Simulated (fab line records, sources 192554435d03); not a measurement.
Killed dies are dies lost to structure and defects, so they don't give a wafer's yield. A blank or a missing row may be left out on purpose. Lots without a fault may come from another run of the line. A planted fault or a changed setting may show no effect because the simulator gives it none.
Chamber matching | flow n5_finfet | N5_BEOL_M9_ETCH_66 on rie_diel-06: 4 sister chambers
The step etches SOC in N2/H2, target depth 80 nm, overetch 16 nm, time 120 s. 27 wafers are shown with their chamber, then 12 later ones without.

WAFERS WITH THEIR CHAMBER
wafer  | chamber | showerhead_plenum_p_Torr (Torr) | throttle_valve_pct (%) | drypump_motor_current_A (A)
L074.1 | 0       | 2.60                            | 17.88                  | 5.8
L074.3 | 1       | 2.66                            | 18.43                  | 6.4
L074.4 | 3       | 2.47                            | 17.87                  | 5.9
L075.2 | 1       | 2.66                            | 18.44                  | 6.3
L075.5 | 0       | 2.60                            | 17.90                  | 5.8
L075.6 | 1       | 2.66                            | 18.44                  | 6.3
L079.1 | 0       | 2.60                            | 17.90                  | 5.8
L079.3 | 1       | 2.66                            | 18.45                  | 6.4
L079.4 | 3       | 2.47                            | 17.89                  | 5.9
L078.3 | 0       | 2.60                            | 17.91                  | 5.8
L078.4 | 0       | 2.60                            | 17.92                  | 5.8
L078.5 | 3       | 2.47                            | 17.91                  | 5.9
L082.2 | 0       | 2.59                            | 17.93                  | 5.8
L082.4 | 2       | 2.70                            | 17.58                  | 5.4
L082.5 | 3       | 2.47                            | 17.89                  | 5.9
L084.1 | 0       | 2.59                            | 17.94                  | 5.8
L084.5 | 2       | 2.70                            | 17.58                  | 5.5
L084.6 | 3       | 2.47                            | 17.92                  | 5.9
L085.2 | 1       | 2.65                            | 18.47                  | 6.4
L085.3 | 3       | 2.46                            | 17.94                  | 5.9
L085.4 | 2       | 2.70                            | 17.59                  | 5.5
L089.1 | 2       | 2.70                            | 17.58                  | 5.5
L089.4 | 3       | 2.46                            | 17.93                  | 5.9
L089.5 | 0       | 2.59                            | 17.93                  | 5.8
L088.1 | 0       | 2.59                            | 17.96                  | 5.8
L088.2 | 3       | 2.46                            | 17.95                  | 5.9
L088.5 | 2       | 2.69                            | 17.60                  | 5.5

SIGNATURES (means of the wafers above)
reading                  | chamber 0 | chamber 1 | chamber 2 | chamber 3 | scatter within a chamber
showerhead_plenum_p_Torr | 2.5956    | 2.6580    | 2.6980    | 2.4663    | 0.00498
throttle_valve_pct       | 17.9189   | 18.4460   | 17.5860   | 17.9125   | 0.0221
drypump_motor_current_A  | 5.800     | 6.360     | 5.480     | 5.900     | 0.0295
Rule: a wafer's distance from a chamber is the root of the sum, over the readings, of the square of ((its reading less the chamber's mean) divided by the reading's scatter). The wafer belongs to the nearest chamber; if the next one is less than 2 further off, it can't be placed. The scatter: the root of (the sum of the squares of (reading less its chamber's mean) over the shown wafers, divided by (wafers less chambers)).

WAFERS WITHOUT THEIR CHAMBER
wafer  | showerhead_plenum_p_Torr (Torr) | throttle_valve_pct (%) | drypump_motor_current_A (A)
L090.2 | 2.65                            | 18.52                  | 6.3
L090.3 | 2.69                            | 17.62                  | 5.5
L090.5 | 2.69                            | 17.61                  | 5.5
L096.2 | 2.58                            | 17.97                  | 5.8
L096.4 | 2.69                            | 17.64                  | 5.4
L096.5 | 2.58                            | 17.98                  | 5.8
L097.3 | 2.58                            | 17.99                  | 5.8
L097.5 | 2.45                            | 17.97                  | 5.9
L097.6 | 2.58                            | 17.97                  | 5.8
L091.3 | 2.58                            | 17.97                  | 5.8
L091.4 | 2.45                            | 17.98                  | 5.9
L091.5 | 2.68                            | 17.65                  | 5.4

WHICH CHAMBER EACH WENT THROUGH
wafer  | from the rows above | in truth
L090.2 | 1                   | 1
L090.3 | 2                   | 2
L090.5 | 2                   | 2
L096.2 | 0                   | 0
L096.4 | 2                   | 2
L096.5 | 0                   | 0
L097.3 | 0                   | 0
L097.5 | 3                   | 3
L097.6 | 0                   | 0
L091.3 | 0                   | 0
L091.4 | 3                   | 3
L091.5 | 2                   | 2
Placed correctly: 12 of 12. Can't be placed from these rows: 0. Placed wrongly: 0.
